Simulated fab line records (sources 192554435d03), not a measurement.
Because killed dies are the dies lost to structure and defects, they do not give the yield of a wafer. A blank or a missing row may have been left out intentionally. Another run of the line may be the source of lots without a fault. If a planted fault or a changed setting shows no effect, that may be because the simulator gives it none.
Which of the tools did it? | flow n5-finfet | Sampling: 24 lots, 72 wafers, 6 of 1938 route steps

WHAT THE GAUGES READ, wafer by wafer
N5_FIN_CUT_OVL_MEAS_09.
lot  | measured    | on         | FIN_CUT_OVL (nm)
L074 | day 2 02:45 | overlay-02 | 0.2 0.0 0.7
L075 | day 2 10:41 | overlay-02 | 0.7 -0.3 0.4
L076 | day 2 14:05 | overlay-02 | 0.9 0.4 0.5
L077 | day 2 21:05 | overlay-01 | 0.5 0.6 -0.1
L078 | day 3 03:35 | overlay-02 | 0.4 0.4 0.8
L079 | day 3 12:10 | overlay-02 | 0.4 -0.2 -0.7
L080 | day 3 16:13 | overlay-01 | -0.1 -0.5 0.9
L081 | day 3 20:49 | overlay-01 | 0.1 0.1 1.2
L082 | day 4 02:53 | overlay-02 | -0.4 0.8 -0.6
L083 | day 4 08:44 | overlay-01 | 0.5 0.5 1.5
L084 | day 4 14:43 | overlay-01 | -0.4 0.6 0.3
L085 | day 4 21:53 | overlay-02 | -0.4 -1.0 -1.0
L086 | day 5 03:59 | overlay-02 | 1.3 0.3 0.5
L087 | day 5 10:21 | overlay-01 | -0.2 0.0 -0.3
L088 | day 5 15:40 | overlay-01 | 1.1 0.6 -0.2
L089 | day 5 20:24 | overlay-01 | -0.3 0.0 0.3
L090 | day 6 05:31 | overlay-01 | 0.8 0.6 0.0
L091 | day 6 10:30 | overlay-02 | 0.5 -0.2 1.0
L092 | day 6 16:38 | overlay-01 | 0.6 0.1 0.7
L093 | day 7 02:50 | overlay-01 | -0.4 -0.2 -1.1
L094 | day 7 04:02 | overlay-01 | -0.1 -0.1 0.7
L095 | day 7 08:44 | overlay-01 | -1.3 -0.7 -0.3
L096 | day 7 17:37 | overlay-02 | 0.8 -0.1 0.1
L097 | day 7 19:56 | overlay-01 | 0.3 0.5 0.2

N5_DUMMY_GATE_INSPECT_17: inspects for defects (brightfield).
lot  | measured    | on                | raw-defect-count
L074 | day 2 22:13 | defect-inspect-02 | 221 301 238
L075 | day 3 06:43 | defect-inspect-01 | 203 203 193
L076 | day 3 19:14 | defect-inspect-02 | 151 238 162
L077 | day 3 17:27 | defect-inspect-01 | 210 234 152
L078 | day 4 01:22 | defect-inspect-01 | 138 132 150
L079 | day 4 06:31 | defect-inspect-01 | 159 195 189
L080 | day 4 10:59 | defect-inspect-02 | 140 152 249
L081 | day 4 15:19 | defect-inspect-02 | 250 206 209
L082 | day 4 21:29 | defect-inspect-02 | 225 92 171
L083 | day 5 04:00 | defect-inspect-02 | 246 221 272
L084 | day 5 09:32 | defect-inspect-02 | 312 186 235
L085 | day 5 18:04 | defect-inspect-01 | 245 234 198
L086 | day 6 00:31 | defect-inspect-02 | 343 208 282
L087 | day 6 06:02 | defect-inspect-01 | 112 136 98
L088 | day 6 11:31 | defect-inspect-02 | 294 314 222
L089 | day 6 15:10 | defect-inspect-02 | 129 159 130
L090 | day 7 02:30 | defect-inspect-02 | 278 236 158
L091 | day 7 05:31 | defect-inspect-01 | 220 207 197
L092 | day 7 11:10 | defect-inspect-02 | 219 199 277
L093 | day 7 23:03 | defect-inspect-01 | 135 180 186
L094 | day 8 04:54 | defect-inspect-01 | 275 153 240
L095 | day 8 06:16 | defect-inspect-02 | 240 272 128
L096 | day 8 16:54 | defect-inspect-02 | 266 222 283
L097 | day 8 19:49 | defect-inspect-01 | 240 176 152

N5_DUMMY_GATE_CD_MEAS_24: the cd target is 15 nm.
lot  | measured    | on        | cd-nm (nm)
L074 | day 2 23:08 | cd-sem-03 | 14.6 15.1 15.5
L075 | day 3 07:37 | cd-sem-01 | 14.8 15.3 15.8
L076 | day 3 20:23 | cd-sem-02 | 15.2 15.7 15.6
L077 | day 3 18:21 | cd-sem-03 | 15.6 15.3 14.3
L078 | day 4 02:17 | cd-sem-01 | 14.9 15.0 15.1
L079 | day 4 07:34 | cd-sem-01 | 15.5 15.8 15.0
L080 | day 4 11:54 | cd-sem-02 | 15.5 15.3 15.6
L081 | day 4 16:13 | cd-sem-02 | 15.3 15.2 16.0
L082 | day 4 22:38 | cd-sem-02 | 15.8 14.3 15.5
L083 | day 5 04:56 | cd-sem-01 | 15.2 14.9 14.7
L084 | day 5 10:34 | cd-sem-01 | 15.8 15.3 14.4
L085 | day 5 18:58 | cd-sem-01 | 15.1 15.4 15.5
L086 | day 6 01:25 | cd-sem-02 | 15.5 15.7 15.2
L087 | day 6 06:57 | cd-sem-02 | 14.2 15.1 14.6
L088 | day 6 12:25 | cd-sem-02 | 15.7 15.8 15.6
L089 | day 6 16:04 | cd-sem-02 | 15.0 14.5 15.1
L090 | day 7 03:25 | cd-sem-01 | 14.9 14.9 14.9
L091 | day 7 06:25 | cd-sem-02 | 15.4 15.0 15.5
L092 | day 7 12:10 | cd-sem-02 | 15.3 15.9 15.0
L093 | day 7 23:58 | cd-sem-01 | 15.3 14.5 15.2
L094 | day 8 05:50 | cd-sem-03 | 15.4 15.6 15.1
L095 | day 8 07:13 | cd-sem-02 | 15.9 15.0 14.8
L096 | day 8 18:26 | cd-sem-01 | 15.4 15.2 14.4
L097 | day 8 21:56 | cd-sem-01 | 14.9 15.7 15.3

WHICH TOOL RAN EACH LOT (tool, then ch and the chambers of the sampled wafers, then the start)
lot  | N5_FIN_CUT_CUT_ETCH_26            | N5_STI_FIN_REVEAL_ALD_14         | N5_STI_FIN_REVEAL_ETCH_34
L074 | rie-diel-02 ch 0,1,2, day 2 03:17 | ald-sin-03 ch 0,2, day 2 03:53   | rie-si-04 ch 0,2, day 2 12:44
L075 | rie-diel-02 ch 1,2,3, day 2 11:54 | ald-sin-03 ch 0,2,3, day 2 12:41 | rie-si-06 ch 0,1,3, day 2 21:18
L076 | rie-diel-02 ch 0,1,2, day 2 14:37 | ald-sin-02 ch 0,3, day 2 16:14   | rie-si-06 ch 0,2, day 3 05:26
L077 | rie-diel-02 ch 0,1,2, day 2 21:37 | ald-sin-03 ch 0,3, day 2 22:11   | rie-si-01 ch 0,1,3, day 3 07:07
L078 | rie-diel-04 ch 0,1, day 3 04:07   | ald-sin-03 ch 2,3, day 3 04:47   | rie-si-06 ch 2,3, day 3 12:53
L079 | rie-diel-02 ch 0,2,3, day 3 12:42 | ald-sin-02 ch 0,2,3, day 3 13:16 | rie-si-04 ch 0,1,3, day 3 21:15
L080 | rie-diel-02 ch 0,1,3, day 3 16:49 | ald-sin-02 ch 0,3, day 3 17:40   | rie-si-04 ch 0,1,3, day 4 01:38
L081 | rie-diel-04 ch 0,1, day 3 21:20   | ald-sin-03 ch 0,1,3, day 3 21:54 | rie-si-04 ch 1,3, day 4 05:59
L082 | rie-diel-02 ch 0,1, day 4 03:25   | ald-sin-02 ch 0,2, day 4 03:58   | rie-si-04 ch 0,1, day 4 12:06
L083 | rie-diel-04 ch 1,2, day 4 09:28   | ald-sin-03 ch 0,2,3, day 4 10:05 | rie-si-04 ch 0,2,3, day 4 18:00
L084 | rie-diel-04 ch 0,1, day 4 15:14   | ald-sin-03 ch 0,1, day 4 15:48   | rie-si-04 ch 1,2, day 4 23:43
L085 | rie-diel-02 ch 0,2,3, day 4 22:25 | ald-sin-03 ch 0,1,2, day 5 00:04 | rie-si-06 ch 0,2,3, day 5 07:58
L086 | rie-diel-05 ch 1,2, day 5 04:31   | ald-sin-02 ch 0,1,2, day 5 06:27 | rie-si-06 ch 0,2,3, day 5 14:57
L087 | rie-diel-04 ch 0,2,3, day 5 10:53 | ald-sin-03 ch 0,2, day 5 12:11   | rie-si-06 ch 0,2, day 5 20:25
L088 | rie-diel-02 ch 0,2, day 5 16:12   | ald-sin-01 ch 0,3, day 5 16:46   | rie-si-01 ch 2,3, day 6 00:45
L089 | rie-diel-05 ch 0,2,3, day 5 20:56 | ald-sin-01 ch 1,2, day 5 21:33   | rie-si-06 ch 0,3, day 6 05:44
L090 | rie-diel-02 ch 0,1,3, day 6 06:02 | ald-sin-02 ch 0,1,2, day 6 06:48 | rie-si-01 ch 0,2, day 6 17:10
L091 | rie-diel-04 ch 0,3, day 6 11:10   | ald-sin-03 ch 1,2,3, day 6 11:44 | rie-si-01 ch 0,1,3, day 6 20:13
L092 | rie-diel-05 ch 0,1,3, day 6 17:09 | ald-sin-02 ch 1,2, day 6 17:46   | rie-si-04 ch 0,1, day 7 01:53
L093 | rie-diel-04 ch 0,1,3, day 7 03:21 | ald-sin-01 ch 0,2,3, day 7 05:08 | rie-si-01 ch 2,3, day 7 13:40
L094 | rie-diel-02 ch 0,1,3, day 7 04:34 | ald-sin-01 ch 1,2,3, day 7 05:25 | rie-si-04 ch 0,1,3, day 7 13:47
L095 | rie-diel-04 ch 0,1,3, day 7 09:16 | ald-sin-01 ch 0,2, day 7 09:49   | rie-si-04 ch 0,1,3, day 7 18:13
L096 | rie-diel-04 ch 1,2, day 7 18:09   | ald-sin-01 ch 0,3, day 7 18:43   | rie-si-06 ch 2,3, day 8 05:48
L097 | rie-diel-05 ch 0,1,3, day 7 20:28 | ald-sin-03 ch 0,2,3, day 7 21:01 | rie-si-04 ch 0,1,2, day 8 10:32
- N5_FIN_CUT_CUT_ETCH_26: etches SiNx in CH3F/O2, target depth 39 nm, time 55.7 s.
- N5_STI_FIN_REVEAL_ALD_14: deposits Si3N4, target thk 3 nm.
- N5_STI_FIN_REVEAL_ETCH_34: etches Si in H2, material Si, target depth 0.97 nm.

AS READ BY THE TOOLS THEMSELVES (means over the sampled wafers that have a number; for cases with no such wafer, the mark the record gives instead)
N5_FIN_CUT_CUT_ETCH_26.
lot  | tool        | drypump-motor-current-A (A) | oes_f_703_au (a.u.) | oes_o_777_au (a.u.) | oes-product-au (a.u.) | rf-vpp-V (V) | showerhead-plenum-p-Torr (Torr) | throttle-valve-pct (%)
L074 | rie-diel-02 | 5.3                         | 0.72                | 0.73                | 0.74                  | 294          | 1.98                            | 16.25
L075 | rie-diel-02 | 5.2                         | 0.74                | 0.74                | 0.75                  | 298          | 2.05                            | 16.32
L076 | rie-diel-02 | 5.3                         | 0.72                | 0.73                | 0.74                  | 295          | 1.98                            | 16.25
L077 | rie-diel-02 | 5.3                         | 0.72                | 0.73                | 0.73                  | 295          | 1.98                            | 16.26
L078 | rie-diel-04 | 5.7                         | 0.78                | 0.79                | 0.77                  | 297          | 2.01                            | 16.27
L079 | rie-diel-02 | 5.4                         | 0.72                | 0.74                | 0.75                  | 299          | 1.99                            | 16.31
L080 | rie-diel-02 | 5.2                         | 0.70                | 0.71                | 0.71                  | 297          | 2.01                            | 16.41
L081 | rie-diel-04 | 5.5                         | 0.73                | 0.73                | 0.72                  | 298          | 1.98                            | 16.38
L082 | rie-diel-02 | 5.0                         | 0.69                | 0.69                | 0.70                  | 295          | 2.00                            | 16.37
L083 | rie-diel-04 | 5.7                         | 0.76                | 0.76                | 0.75                  | 300          | 1.99                            | 16.43
L084 | rie-diel-04 | 5.6                         | 0.72                | 0.72                | 0.71                  | 299          | 1.98                            | 16.40
L085 | rie-diel-02 | 5.4                         | 0.72                | 0.73                | 0.74                  | 298          | 1.99                            | 16.34
L086 | rie-diel-05 | 5.6                         | 0.82                | 0.84                | 0.83                  | 297          | 2.03                            | 16.25
L087 | rie-diel-04 | 6.0                         | 0.87                | 0.87                | 0.88                  | 300          | 2.04                            | 16.31
L088 | rie-diel-02 | 5.5                         | 0.71                | 0.72                | 0.71                  | 295          | 1.92                            | 16.27
L089 | rie-diel-05 | 5.8                         | 0.88                | 0.87                | 0.87                  | 298          | 2.04                            | 16.31
L090 | rie-diel-02 | 5.2                         | 0.69                | 0.69                | 0.70                  | 297          | 2.01                            | 16.44
L091 | rie-diel-04 | 5.8                         | 0.84                | 0.84                | 0.87                  | 301          | 2.04                            | 16.33
L092 | rie-diel-05 | 5.8                         | 0.83                | 0.82                | 0.82                  | 299          | 2.03                            | 16.39
L093 | rie-diel-04 | 5.6                         | 0.87                | 0.88                | 0.88                  | 299          | 2.01                            | 16.22
L094 | rie-diel-02 | 5.2                         | 0.69                | 0.69                | 0.70                  | 298          | 2.01                            | 16.47
L095 | rie-diel-04 | 5.7                         | 0.87                | 0.87                | 0.88                  | 300          | 2.01                            | 16.22
L096 | rie-diel-04 | 5.7                         | 0.93                | 0.92                | 0.94                  | 300          | 1.98                            | 16.14
L097 | rie-diel-05 | 5.8                         | 0.82                | 0.81                | 0.82                  | 299          | 2.03                            | 16.40

N5_STI_FIN_REVEAL_ALD_14.
lot  | tool       | chamber-pressure-Torr (Torr) | heater-power-outer-w (W) | heater-power-w (W)
L074 | ald-sin-03 | 1.999                        | 453                      | 755
L075 | ald-sin-03 | 1.999                        | 465                      | 753
L076 | ald-sin-02 | 2.004                        | 474                      | 782
L077 | ald-sin-03 | 2.005                        | 459                      | 782
L078 | ald-sin-03 | 2.005                        | 483                      | 791
L079 | ald-sin-02 | 2.002                        | 484                      | 789
L080 | ald-sin-02 | 2.000                        | 474                      | 794
L081 | ald-sin-03 | 1.999                        | 485                      | 844
L082 | ald-sin-02 | 2.004                        | 524                      | 867
L083 | ald-sin-03 | 2.002                        | 470                      | 765
L084 | ald-sin-03 | 2.002                        | 504                      | 864
L085 | ald-sin-03 | 2.001                        | 475                      | 802
L086 | ald-sin-02 | 1.998                        | 498                      | 805
L087 | ald-sin-03 | 1.999                        | 451                      | 728
L088 | ald-sin-01 | 1.998                        | 535                      | 849
L089 | ald-sin-01 | 1.997                        | 607                      | 947
L090 | ald-sin-02 | 1.998                        | 506                      | 804
L091 | ald-sin-03 | 2.003                        | 489                      | 813
L092 | ald-sin-02 | 2.001                        | 471                      | 735
L093 | ald-sin-01 | 2.003                        | 594                      | 909
L094 | ald-sin-01 | 1.997                        | 564                      | 876
L095 | ald-sin-01 | 2.000                        | 640                      | 995
L096 | ald-sin-01 | 1.999                        | 576                      | 893
L097 | ald-sin-03 | 1.997                        | 469                      | 769

N5_STI_FIN_REVEAL_ETCH_34.
lot  | tool      | drypump-motor-current-A (A) | oes-product-au (a.u.) | throttle-valve-pct (%)
L074 | rie-si-04 | 5.7                         | 0.997                 | 26.1
L075 | rie-si-06 | 6.0                         | 0.999                 | 25.5
L076 | rie-si-06 | 5.9                         | 0.977                 | 25.3
L077 | rie-si-01 | 5.8                         | 1.001                 | 26.0
L078 | rie-si-06 | 5.7                         | 1.015                 | 25.9
L079 | rie-si-04 | 6.0                         | 0.996                 | 26.1
L080 | rie-si-04 | 6.0                         | 0.985                 | 26.1
L081 | rie-si-04 | 6.1                         | 0.990                 | 25.9
L082 | rie-si-04 | 6.2                         | 0.990                 | 25.8
L083 | rie-si-04 | 5.7                         | 1.010                 | 26.2
L084 | rie-si-04 | 6.1                         | 0.992                 | 25.6
L085 | rie-si-06 | 5.8                         | 0.986                 | 25.6
L086 | rie-si-06 | 5.8                         | 0.996                 | 25.6
L087 | rie-si-06 | 5.8                         | 0.973                 | 25.3
L088 | rie-si-01 | 6.1                         | 0.978                 | 25.1
L089 | rie-si-06 | 5.7                         | 0.994                 | 25.7
L090 | rie-si-01 | 5.6                         | 0.986                 | 25.2
L091 | rie-si-01 | 5.8                         | 1.009                 | 26.0
L092 | rie-si-04 | 6.0                         | 0.999                 | 26.0
L093 | rie-si-01 | 6.4                         | 0.981                 | 25.4
L094 | rie-si-04 | 6.0                         | 0.997                 | 26.1
L095 | rie-si-04 | 6.0                         | 0.995                 | 26.1
L096 | rie-si-06 | 5.6                         | 1.006                 | 25.9
L097 | rie-si-04 | 5.9                         | 0.997                 | 25.8

THE ANSWER, worked out from the rows above alone
Rule: the usual values come from the lots themselves. The widest of any qualifying gaps counts: lots, ordered by their means at a reading, are off when they make up no more than a third of the lots, leave a main group of 4 or more, and stand apart from it by 3 or more times the standard deviation of that group's means. A main group whose means are all the same, to the digits that the tables above print for the reading, isn't used. A lot without any number at a reading at which 4 lots or more have one is off too. Where the step has rows for the other lots, those lots are counted as sound. The gauges are gone through in route order, then the tools' own readings, and for those a lot's mean is taken as printed above. At the first step where some lot is off, the reading lying furthest off is the one used; lots without a number count as furthest.
No lot is off at any reading shown: from this, nothing can be told.

WHAT THE SIMULATOR HAD INSERTED
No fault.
